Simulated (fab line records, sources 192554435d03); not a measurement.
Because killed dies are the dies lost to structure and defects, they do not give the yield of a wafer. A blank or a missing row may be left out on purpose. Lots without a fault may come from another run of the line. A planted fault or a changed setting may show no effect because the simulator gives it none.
fab line records | flow n5Finfet
record lots=9 | wafers=26 | lastDay=18
route steps=1938 shown BEOL_M4@1111 BEOL_M6@1239 BEOL_M7@1263 PASSIVATION@1936
lots with no fault: from the same line, run without faults
startH: the number of hours between the record's first day and the start of the first shown wafer of the lot | waitH: time in hours since the lot's previous step | " repeats the value in the row above | L1.1+2: one row covering several wafers at once | - no value, or no start was given | * or withheld: withheld | < > ~ a bound
route shown NAME@n: a module of which the file shows steps, and the number in the route of the first | usual: mean/standard deviation taken from wafers without a fault | same: alike in all rows | chamber/n: place in a boat | sites: readings site by site | _std_site: standard deviation of those values | _edge_site: outer sites' mean less inner sites' | radiusMm: for every site, how far away it sits from the centre of the wafer | mask NAME#n: copy n | behind: tool/chamber where the wafer was last shaped | hold: cause of the lot's hold/its duration in hours/its outcome | device: transistor that didn't switch, given as n, p or np | end of line: the tests these same wafers got at the end of their route | a step given without rows: its recipe and nothing more | killed: count of dies lost to structure and defects at first sort (not the wafer's yield) | map: shows each die of a wafer: x if killed, . if not, _ if none is there
set.NAME: the setting as run; set.NAME@STEP: as run at that earlier step | model.NAME: the simulator's own value behind a step, which no gauge read
one table for each step of the route and one row for each wafer, over a sample of lots
services: the hour from which a tool's chamber was out of use, counted from the record's first day as startH (under 0 if before that day), plus the number of hours and why
## steps
# step N5_BEOL_M4_RC_MEAS_101
# usual DIBL_N=35.8/1.6 | DIBL_P=36.0/1.9 | IOFF_N=0.151/0.029 | IOFF_P=0.21/0.037 | ION_N=673/12 | ION_P=463/7.3 | SS_N=71.5/0.58 | SS_P=73.2/0.61 | VT_N=251/3.3 | VT_P=-250/3.3
lot.wafer | tool      | chamber | startH | waitH | DIBL_N[mV/V] | DIBL_P[mV/V] | IOFF_N[nA/um] | IOFF_P[nA/um] | ION_N[uA/um] | ION_P[uA/um] | SS_N[mV/dec] | SS_P[mV/dec] | VT_N[mV] | VT_P[mV]
L134.3    | prober-02 | 0       | 162.23 | 0.9   | 35.4         | 34.9         | 0.115         | 0.18          | 662          | 461          | 70.7         | 72.2         | 256      | -253
L134.4    | "         | 0       | "      | "     | 36.9         | 35.9         | 0.139         | 0.19          | 667          | 463          | 71.1         | 72.0         | 254      | -251
L134.5    | "         | 0       | "      | "     | 38.8         | 37.9         | 0.175         | 0.23          | 679          | 462          | 72.4         | 73.5         | 250      | -250
L135.2    | prober-01 | 0       | 167.39 | 0.2   | 34.9         | 32.7         | 0.118         | 0.16          | 658          | 451          | 71.1         | 71.6         | 255      | -254
L135.5    | "         | 0       | "      | "     | 36.3         | 35.0         | 0.145         | 0.19          | 676          | 466          | 71.4         | 73.5         | 252      | -251
L135.6    | "         | 0       | "      | "     | 36.6         | 35.8         | 0.162         | 0.22          | 675          | 467          | 71.1         | 73.3         | 247      | -248
L138.1    | prober-02 | 0       | 208.71 | 0.0   | 37.3         | 36.7         | 0.142         | 0.21          | 666          | 465          | 71.2         | 72.9         | 252      | -248
L138.2    | "         | 0       | "      | "     | 38.8         | 38.8         | 0.179         | 0.25          | 688          | 468          | 72.3         | 73.8         | 249      | -248
L138.5    | "         | 0       | "      | "     | 37.0         | 36.2         | 0.137         | 0.20          | 660          | 461          | 71.1         | 72.8         | 255      | -251
L146.1    | prober-02 | 0       | 249.39 | 0.0   | 34.1         | 33.3         | 0.110         | 0.15          | 647          | 447          | 71.5         | 72.4         | 252      | -255
L146.5    | "         | 0       | "      | "     | 34.4         | 35.0         | 0.121         | 0.17          | 664          | 455          | 70.9         | 73.3         | 253      | -253
L147.1    | prober-02 | 0       | 257.81 | 0.0   | 35.3         | 37.5         | 0.143         | 0.23          | 660          | 466          | 70.9         | 73.9         | 253      | -247
L147.4    | "         | 0       | "      | "     | 34.6         | 36.7         | 0.137         | 0.21          | 670          | 467          | 71.1         | 72.3         | 250      | -250
L147.5    | "         | 0       | "      | "     | 37.0         | 39.5         | 0.182         | 0.26          | 686          | 472          | 72.6         | 73.8         | 250      | -247
L148.1    | prober-02 | 0       | 261.04 | 0.0   | 38.4         | 38.4         | 0.191         | 0.24          | 689          | 473          | 71.1         | 73.7         | 247      | -250
L148.3    | "         | 0       | "      | "     | 37.6         | 36.6         | 0.158         | 0.20          | 674          | 455          | 71.8         | 73.1         | 251      | -252
L148.4    | "         | 0       | "      | "     | 35.3         | 34.5         | 0.130         | 0.18          | 651          | 448          | 71.3         | 73.1         | 252      | -252
L153.1    | prober-02 | 0       | 284.78 | 0.0   | 35.8         | 36.4         | 0.151         | 0.23          | 665          | 460          | 71.4         | 72.8         | 251      | -247
L153.3    | "         | 0       | "      | "     | 33.0         | 32.9         | 0.107         | 0.17          | 649          | 454          | 70.8         | 72.0         | 252      | -252
L153.6    | "         | 0       | "      | "     | 35.1         | 35.1         | 0.144         | 0.21          | 672          | 461          | 71.1         | 73.1         | 252      | -250
L155.1    | prober-01 | 0       | 306.56 | 0.0   | 37.7         | 38.0         | 0.210         | 0.29          | 692          | 477          | 72.4         | 73.5         | 247      | -245
L155.3    | "         | 0       | "      | "     | 36.0         | 36.1         | 0.178         | 0.24          | 681          | 473          | 71.2         | 73.3         | 246      | -248
L155.4    | "         | 0       | "      | "     | 35.0         | 33.9         | 0.142         | 0.20          | 678          | 467          | 71.7         | 72.5         | 250      | -250
L156.1    | prober-02 | 0       | 314.20 | 0.0   | 38.5         | 38.6         | 0.170         | 0.23          | 670          | 464          | 72.0         | 73.9         | 251      | -251
L156.3    | "         | 0       | "      | "     | 35.4         | 35.1         | 0.135         | 0.19          | 671          | 456          | 71.2         | 72.6         | 250      | -253
L156.5    | "         | 0       | "      | "     | 36.8         | 37.2         | 0.166         | 0.22          | 679          | 461          | 71.5         | 73.7         | 250      | -249
# step N5_BEOL_M6_TRENCH_ETCH_37
# recipe chemistry=C4F6/O2 | targetDepthA=944.35 | target=SiCOH_lowk | timeS=31.5 | ionEnergyEv=250 | pressureMtorr=30 | sourceW=345 | biasW=185 | Ar_flow_sccm=300 | C4F6_flow_sccm=10 | O2_flow_sccm=10
# usual biasW=184.9/0.6 | drypumpMotorCurrentA=5.8/0.49 | mfcArSccm=300.0/0.94 | oesProductAu=0.81/0.094 | rfVppV=671/15 | showerheadPlenumPTorr=2.88/0.1 | throttleValvePct=20.82/0.21
lot.wafer | tool       | chamber | startH | waitH | biasW | drypumpMotorCurrentA | mfcArSccm | oesProductAu | rfHoursCounterH | rfVppV | showerheadPlenumPTorr | throttleValvePct
L134.3    | rieDiel-02 | 1       | -      | -     | 185.0 | 6.2                  | 300.5     | 0.72         | 214             | 691    | 2.95                  | 20.97
L134.4    | "          | 0       | "      | "     | 184.5 | 5.3                  | 299.3     | 0.71         | 202             | 671    | 2.69                  | 20.62
L134.5    | "          | 0       | "      | "     | 185.1 | 5.3                  | 299.4     | 0.71         | -               | 671    | 2.69                  | 20.63
L135.2    | rieDiel-03 | 3       | -      | -     | 184.9 | 5.7                  | 299.0     | 0.97         | 5               | 642    | 3.04                  | 20.84
L135.5    | "          | 2       | "      | "     | 185.5 | 5.5                  | 300.2     | 0.80         | -               | 681    | 2.86                  | 20.71
L135.6    | "          | 1       | "      | "     | 184.4 | 5.3                  | 300.3     | 0.83         | -               | 666    | 2.86                  | 20.54
L138.1    | rieDiel-04 | 2       | -      | -     | 185.2 | 5.6                  | 301.7     | 0.69         | 246             | 669    | 2.68                  | 21.01
L138.2    | "          | 0       | "      | "     | 184.3 | 6.7                  | 301.5     | 0.91         | 17              | 693    | 3.02                  | 20.91
L138.5    | "          | 1       | "      | "     | 185.6 | 6.3                  | 300.2     | 0.96         | -               | 646    | 2.79                  | 20.51
L146.1    | rieDiel-04 | 3       | -      | -     | 185.5 | 6.4                  | 298.7     | 0.83         | 72              | 688    | 2.91                  | 21.15
L146.5    | "          | 1       | "      | "     | 185.3 | 6.3                  | 299.9     | 0.93         | -               | 646    | 2.78                  | 20.54
L148.1    | rieDiel-03 | 1       | -      | -     | 184.1 | 5.3                  | 300.7     | 0.79         | 107             | 665    | 2.84                  | 20.59
L148.3    | "          | 3       | "      | "     | 184.6 | 5.7                  | 300.6     | 0.89         | 31              | 642    | 3.02                  | 20.87
L148.4    | "          | 2       | "      | "     | 184.5 | 5.4                  | 299.9     | 0.77         | 135             | 681    | 2.85                  | 20.75
L147.1    | rieDiel-04 | 1       | -      | -     | 185.0 | 6.3                  | 300.7     | 0.91         | 29              | 646    | 2.78                  | 20.54
L147.4    | "          | 0       | "      | "     | 184.8 | 6.7                  | 299.2     | 0.87         | 37              | 693    | 3.01                  | 20.93
L147.5    | "          | 0       | "      | "     | 185.1 | 6.7                  | 299.8     | 0.87         | -               | 692    | 3.01                  | 20.94
L153.1    | rieDiel-04 | 1       | -      | -     | 185.4 | 6.3                  | 298.3     | 0.91         | 37              | 644    | 2.77                  | 20.57
L153.3    | "          | 2       | "      | "     | 184.2 | 5.6                  | 300.9     | 0.91         | 18              | 679    | 3.00                  | 20.65
L153.6    | "          | 1       | "      | "     | 185.1 | 6.3                  | 299.9     | 0.90         | -               | 647    | 2.77                  | 20.55
L155.1    | rieDiel-04 | 2       | -      | -     | 183.6 | 5.6                  | 300.7     | 0.90         | 25              | 681    | 3.00                  | 20.65
L155.3    | "          | 3       | "      | "     | 184.5 | 6.4                  | 300.0     | 0.82         | 91              | 686    | 2.90                  | 21.16
L155.4    | "          | 1       | "      | "     | 184.4 | 6.3                  | 300.6     | 0.89         | 44              | 645    | 2.77                  | 20.57
L156.1    | rieDiel-02 | 2       | -      | -     | 185.6 | 5.2                  | 300.0     | 0.93         | 26              | 664    | 2.91                  | 21.00
L156.3    | "          | 1       | "      | "     | 184.6 | 6.2                  | 298.9     | 0.90         | 18              | 689    | 2.92                  | 20.65
L156.5    | "          | 3       | "      | "     | 185.1 | 5.6                  | 302.6     | 0.69         | -               | 670    | 2.83                  | 21.11
# step N5_BEOL_M6_PRE_CLEAN_45
# recipe gas=H2/He | timeS=30 | tempC=250
# usual heaterPowerW=329/24
lot.wafer | tool          | chamber | startH | waitH | heaterPowerW
L134.3    | pvdSputter-03 | -       | 182.15 | 0.0   | 370
L134.4    | "             | -       | "      | "     | 321
L134.5    | "             | -       | "      | "     | 321
L135.2    | pvdSputter-03 | -       | 189.29 | 0.0   | 315
L135.5    | "             | -       | "      | "     | 336
L135.6    | "             | -       | "      | "     | 348
L138.1    | pvdSputter-01 | -       | 226.90 | 0.0   | 279
L138.2    | "             | -       | "      | "     | 293
L138.5    | "             | -       | "      | "     | 285
L146.1    | pvdSputter-01 | -       | 271.52 | 0.0   | 294
L146.5    | "             | -       | "      | "     | 340
L148.1    | pvdSputter-02 | -       | 276.84 | 0.0   | 342
L148.3    | "             | -       | "      | "     | 311
L148.4    | "             | -       | "      | "     | 337
L147.1    | pvdSputter-02 | -       | 281.02 | 0.0   | 341
L147.4    | "             | -       | "      | "     | 335
L147.5    | "             | -       | "      | "     | 304
L153.1    | pvdSputter-03 | -       | 306.36 | 0.0   | 357
L153.3    | "             | -       | "      | "     | 337
L153.6    | "             | -       | "      | "     | 309
L155.1    | pvdSputter-03 | -       | 327.17 | 0.0   | 349
L155.3    | "             | -       | "      | "     | 325
L155.4    | "             | -       | "      | "     | 316
L156.1    | pvdSputter-01 | -       | 333.27 | 0.0   | 344
L156.3    | "             | -       | "      | "     | 286
L156.5    | "             | -       | "      | "     | 373
# step N5_BEOL_M6_SPUTTER_48
# recipe material=Cu | targetThkA=100 | tempC=-20 | biasV=60 | powerW=26000 | chamberPressurePa=0.13 | timeS=1.667
# usual biasV=60.0/0.62 | throttleValvePct=29.9/1.1
lot.wafer | tool          | chamber | startH | waitH | biasV | throttleValvePct
L134.3    | pvdSputter-03 | -       | 182.73 | 0.1   | 60.2  | 31.0
L134.4    | "             | -       | "      | "     | 60.2  | 29.0
L134.5    | "             | -       | "      | "     | 60.2  | 28.7
L135.2    | pvdSputter-02 | -       | 190.17 | 0.1   | 59.4  | 29.0
L135.5    | "             | -       | "      | "     | 59.5  | 32.3
L135.6    | "             | -       | "      | "     | 59.9  | 29.9
L138.1    | pvdSputter-02 | -       | 227.50 | 0.1   | 59.8  | 30.3
L138.2    | "             | -       | "      | "     | 59.0  | 29.5
L138.5    | "             | -       | "      | "     | 59.3  | 29.0
L146.1    | pvdSputter-01 | -       | 272.44 | 0.1   | 59.9  | 30.1
L146.5    | "             | -       | "      | "     | 61.1  | 30.2
L148.1    | pvdSputter-03 | -       | 277.55 | 0.1   | 60.0  | 31.0
L148.3    | "             | -       | "      | "     | 59.5  | 29.1
L148.4    | "             | -       | "      | "     | 60.1  | 28.7
L147.1    | pvdSputter-01 | -       | 281.73 | 0.1   | 59.8  | 28.3
L147.4    | "             | -       | "      | "     | 60.8  | 30.3
L147.5    | "             | -       | "      | "     | 60.7  | 30.1
L153.1    | pvdSputter-03 | -       | 307.10 | 0.2   | 59.6  | 29.0
L153.3    | "             | -       | "      | "     | 59.6  | 29.4
L153.6    | "             | -       | "      | "     | 59.1  | 29.0
L155.1    | pvdSputter-02 | -       | 327.87 | 0.1   | 60.7  | 30.4
L155.3    | "             | -       | "      | "     | 59.4  | 29.1
L155.4    | "             | -       | "      | "     | 60.6  | 30.3
L156.1    | pvdSputter-03 | -       | 333.79 | 0.1   | 60.5  | 28.4
L156.3    | "             | -       | "      | "     | 60.0  | 29.0
L156.5    | "             | -       | "      | "     | 60.2  | 29.2
# step N5_BEOL_M7_ILD_DEP_00
# recipe material=SiCOH_lowk | targetThkA=1797.5 | tempC=300 | precursor=DEMS/porogen | pressureTorr=5 | rfW=500 | timeS=33.4
# usual heaterPowerOuterW=168/39 | heaterPowerW=336/44 | showerheadPlenumPTorr=5.745/0.013 | throttleValvePct=13.2/0.44
lot.wafer | tool     | chamber | startH | waitH | heaterPowerOuterW | heaterPowerW | showerheadPlenumPTorr | sinceWetCleanH | throttleValvePct
L134.3    | pecvd-01 | 0       | 183.77 | 0.0   | 150               | 301          | 5.763                 | 96             | 13.5
L134.4    | "        | 2       | "      | "     | 153               | 321          | 5.757                 | -              | 12.2
L134.5    | "        | 1       | "      | "     | 235               | 401          | 5.744                 | -              | 13.8
L135.2    | pecvd-01 | 0       | 191.82 | 0.0   | 171               | 330          | 5.742                 | 104            | 13.5
L135.5    | "        | 0       | "      | "     | 169               | 344          | 5.741                 | -              | 13.2
L135.6    | "        | 1       | "      | "     | 229               | 382          | 5.759                 | -              | 13.7
L138.1    | pecvd-02 | 1       | 230.16 | 0.0   | 179               | 335          | 5.732                 | 1659           | 13.1
L138.2    | "        | 2       | "      | "     | 164               | 342          | 5.741                 | 180            | 13.5
L138.5    | "        | 0       | "      | "     | 126               | 301          | 5.723                 | -              | 13.4
L146.1    | pecvd-01 | 0       | 273.98 | 0.0   | 179               | 348          | 5.743                 | 186            | 13.6
L146.5    | "        | 2       | "      | "     | 132               | 297          | 5.768                 | -              | 12.4
L148.1    | pecvd-04 | 0       | 278.64 | 0.0   | 240               | 428          | 5.749                 | 83             | 13.1
L148.3    | "        | 2       | "      | "     | 177               | 354          | 5.730                 | 47             | 12.5
L148.4    | "        | 1       | "      | "     | 164               | 296          | 5.740                 | -              | 13.7
L147.1    | pecvd-02 | 2       | 282.73 | 0.0   | 196               | 375          | 5.742                 | 233            | 14.0
L147.4    | "        | 0       | "      | "     | 96                | 266          | 5.739                 | -              | 13.5
L147.5    | "        | 2       | "      | "     | 194               | 376          | 5.737                 | -              | 13.3
L153.1    | pecvd-04 | 2       | 308.16 | 0.0   | 170               | 346          | 5.726                 | 77             | 12.9
L153.3    | "        | 2       | "      | "     | 175               | 346          | 5.743                 | -              | 12.5
L153.6    | "        | 0       | "      | "     | 231               | 419          | 5.731                 | -              | 13.4
L155.1    | pecvd-02 | 0       | 329.05 | 0.0   | 119               | 301          | 5.740                 | 1033           | 13.4
L155.3    | "        | 2       | "      | "     | 196               | 382          | 5.757                 | 279            | 13.7
L155.4    | "        | 2       | "      | "     | 202               | 384          | 5.731                 | -              | 13.5
L156.1    | pecvd-02 | 0       | 334.95 | 0.0   | 101               | 277          | 5.729                 | 1039           | 13.5
L156.3    | "        | 1       | "      | "     | 172               | 326          | 5.749                 | 1764           | 13.1
L156.5    | "        | 2       | "      | "     | 184               | 364          | 5.727                 | -              | 13.6
# step N5_BEOL_M7_THK_MEAS_01
# recipe reads=SiCOH_lowk_of_BEOL_M7_ILD_DEP_00
# usual M7_ILD_THK=154.8/1.9
lot.wafer | tool         | chamber | startH | waitH | M7_ILD_THK[nm]
L134.3    | filmMetro-02 | -       | 184.36 | 0.3   | 153.5
L134.4    | "            | -       | "      | "     | 157.1
L134.5    | "            | -       | "      | "     | 155.2
L135.2    | filmMetro-01 | -       | 192.40 | 0.4   | 152.3
L135.5    | "            | -       | "      | "     | 155.3
L135.6    | "            | -       | "      | "     | 154.5
L138.1    | filmMetro-01 | -       | 230.74 | 0.4   | 153.1
L138.2    | "            | -       | "      | "     | 152.4
L138.5    | "            | -       | "      | "     | 156.6
L146.1    | filmMetro-02 | -       | 274.56 | 0.4   | 241.7
L146.5    | "            | -       | "      | "     | 156.7
L148.1    | filmMetro-02 | -       | 279.22 | 0.4   | 151.5
L148.3    | "            | -       | "      | "     | 153.7
L148.4    | "            | -       | "      | "     | 154.4
L147.1    | filmMetro-01 | -       | 283.82 | 0.8   | 152.9
L147.4    | "            | -       | "      | "     | 157.0
L147.5    | "            | -       | "      | "     | 154.9
L153.1    | filmMetro-01 | -       | 308.76 | 0.4   | 153.7
L153.3    | "            | -       | "      | "     | 156.1
L153.6    | "            | -       | "      | "     | 153.4
L155.1    | filmMetro-02 | -       | 329.63 | 0.4   | 155.5
L155.3    | "            | -       | "      | "     | 153.9
L155.4    | "            | -       | "      | "     | 155.5
L156.1    | filmMetro-01 | -       | 335.53 | 0.4   | 153.4
L156.3    | "            | -       | "      | "     | 151.0
L156.5    | "            | -       | "      | "     | 156.1
# step N5_PASSIVATION_PROBE_49
# usual defectLimitedYield=90.9/1.4 | killed_at_M0_to_M3=37/12 | killed_at_M4_up=14/5.3 | killedAtContacts=12/6.2 | killedAtFrontEnd=41/11 | killedAtOther=3.7/2.9 | killedDies=107/17 | killedOnRim=14/4.4 | killedOpen=71/12 | killedShort=34/7.9 | sort_bin_5_function=5.3/0.95 | sort_bin_6_memory=3.4/0.7 | sort_bin_8_speed=0.00/0.0099 | sortNPass=1073/17 | sortYieldPct=90.9/1.5
# same grossDies=1180 | killedAtBackSide=0 | sort_bin_4_leakage[%]=0
lot.wafer | tool      | chamber | startH | waitH | defectLimitedYield[%] | killed_at_M0_to_M3 | killed_at_M4_up | killedAtContacts | killedAtFrontEnd | killedAtOther | killedDies | killedOnRim | killedOpen | killedShort | sort_bin_5_function[%] | sort_bin_6_memory[%] | sort_bin_8_speed[%] | sortNPass | sortYieldPct[%]
L146.1    | prober-01 | -       | 353.36 | 0.0   | 0                     | 36                 | 1119            | 1                | 24               | 0             | 1180       | 152         | 58         | 23          | 97.5                   | 2.4                  | 0                   | 0         | 0
L146.5    | prober-01 | -       | 353.56 | 0.2   | 90.3                  | 38                 | 20              | 4                | 51               | 1             | 114        | 12          | 90         | 24          | 6.0                    | 3.4                  | 0                   | 1066      | 90.3
L155.1    | prober-01 | -       | 403.41 | 0.0   | 90.2                  | 34                 | 13              | 6                | 62               | 1             | 116        | 16          | 72         | 41          | 5.4                    | 3.8                  | 0                   | 1064      | 90.2
L155.3    | prober-01 | -       | 403.51 | 0.1   | 91.4                  | 43                 | 16              | 16               | 23               | 4             | 102        | 13          | 63         | 38          | 5.3                    | 3.0                  | 0                   | 1078      | 91.4
L155.4    | prober-01 | -       | 403.56 | 0.2   | 90.3                  | 52                 | 10              | 13               | 39               | 1             | 115        | 15          | 72         | 42          | 5.3                    | 4.2                  | 0                   | 1065      | 90.3
# killed by level:class
L146.1 BEOL_M7:areaEtch=1099 BEOL_M1:geometricParticle:open=15 BEOL_M4:geometricParticle:open=14 BEOL_M3:geometricParticle:open=8 FIN_SAQP:geometricParticle:open=6 GATE_CUT:geometricParticle:short=6 BEOL_M2:geometricParticle:open=5 BEOL_M4:geometricParticle:short=4
L146.5 FIN_SAQP:geometricParticle:open=28 BEOL_M1:geometricParticle:open=14 BEOL_M4:geometricParticle:open=13 BEOL_M0_SAQP:geometricParticle:short=5 BEOL_M0:geometricParticle:open=5 BEOL_M2:geometricParticle:open=5 STI_FIN_REVEAL:geometricParticle:open=4 MOL_CONTACT_COAG:geometricParticle:open=4
L155.1 FIN_SAQP:geometricParticle:open=22 FIN_SAQP:geometricParticle:short=12 GATE_CUT:geometricParticle:short=9 BEOL_M0_SAQP:geometricParticle:open=7 BEOL_M1:geometricParticle:open=7 BEOL_M3:geometricParticle:short=6 BEOL_M4:geometricParticle:open=6 BEOL_M2:geometricParticle:open=5
L155.3 MOL_CONTACT_COAG:geometricParticle:open=12 BEOL_M4:geometricParticle:open=9 BEOL_M1:geometricParticle:open=8 BEOL_M0_SAQP:geometricParticle:short=8 BEOL_M2:geometricParticle:open=7 BEOL_M0_SAQP:geometricParticle:open=6 BEOL_M3:geometricParticle:short=6 FIN_SAQP:geometricParticle:short=5
L155.4 BEOL_M0_SAQP:geometricParticle:open=16 BEOL_M1:geometricParticle:open=12 FIN_SAQP:geometricParticle:open=11 MOL_CONTACT_COAG:geometricParticle:open=11 BEOL_M3:geometricParticle:short=8 BEOL_M0_SAQP:geometricParticle:short=7 FIN_SAQP:geometricParticle:short=6 BEOL_M1:geometricParticle:short=6
## services
tool          | chamber | startH | hours | kind
rieDiel-02    | -       | 163.03 | 3.2   | repair
rieDiel-04    | 0       | 165.28 | -     | clean
rieDiel-04    | 0       | 165.28 | -     | consumableReplace:focusRing
rieDiel-04    | 0       | 165.28 | -     | consumableReplace:showerhead
rieDiel-04    | 0       | 165.28 | 18.7  | scheduledDown
rieDiel-04    | 0       | 165.28 | 18.7  | ventCycle
rieDiel-04    | 1       | 184.08 | -     | clean
rieDiel-04    | 1       | 184.08 | -     | consumableReplace:focusRing
rieDiel-04    | 1       | 184.08 | 16.1  | scheduledDown
rieDiel-04    | 1       | 184.08 | 16.1  | ventCycle
rieDiel-03    | 3       | 189.80 | 9.6   | repair
rieDiel-03    | -       | 219.02 | 2.8   | pm
pvdSputter-01 | -       | 231.67 | 2.2   | repair
rieDiel-04    | 2       | 235.93 | -     | clean
pvdSputter-01 | -       | 236.50 | 2.7   | repair
rieDiel-03    | 0       | 259.75 | 6.6   | repair
rieDiel-02    | 0       | 261.10 | 2.4   | repair
pecvd-01      | -       | 262.81 | 2.8   | pm
pecvd-02      | -       | 265.94 | 6.0   | pm
pecvd-02      | -       | 289.68 | 2.4   | repair
pecvd-04      | 1       | 297.75 | 48.4  | repair
rieDiel-03    | 0       | 310.73 | 1.4   | repair
rieDiel-03    | 2       | 316.71 | 5.3   | repair
pecvd-04      | 2       | 333.04 | 2.6   | repair
## key
firstSign step=N5_BEOL_M7_THK_MEAS_01 | reading=M7_ILD_THK | direction=up | sigmas=47 | usual=154.8 | struck=241.7
effect step=N5_PASSIVATION_PROBE_49 | reading=killed_at_M4_up | direction=up | sigmas=99+ | usual=14 | struck=1119
moreKillsBornAt N5_BEOL_M7_ETCH_41@rieDiel-05=1099
metAt N5_BEOL_M7_ILD_DEP_00
struckLots L146
struckWafers L146.1
laterRowsLeftOut L146.1
notActingAt N5_BEOL_M6_TRENCH_ETCH_37,N5_BEOL_M6_PRE_CLEAN_45,N5_BEOL_M6_SPUTTER_48
onsetBetween 191.82 273.98
fault kind=processParameterDrift | tool=pecvd-01 | chamber=- | onsetH=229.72 | steps=N5_BEOL_M7_ILD_DEP_00 | channel=timeS | offset=* | shape=step | endH=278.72 | scope=struckWafersOnly | actsIn=* | stated=*
# laterRowsLeftOut: the simulator's readings of these wafers behind a module that went badly wrong aren't trusted and aren't shown, but for the sort
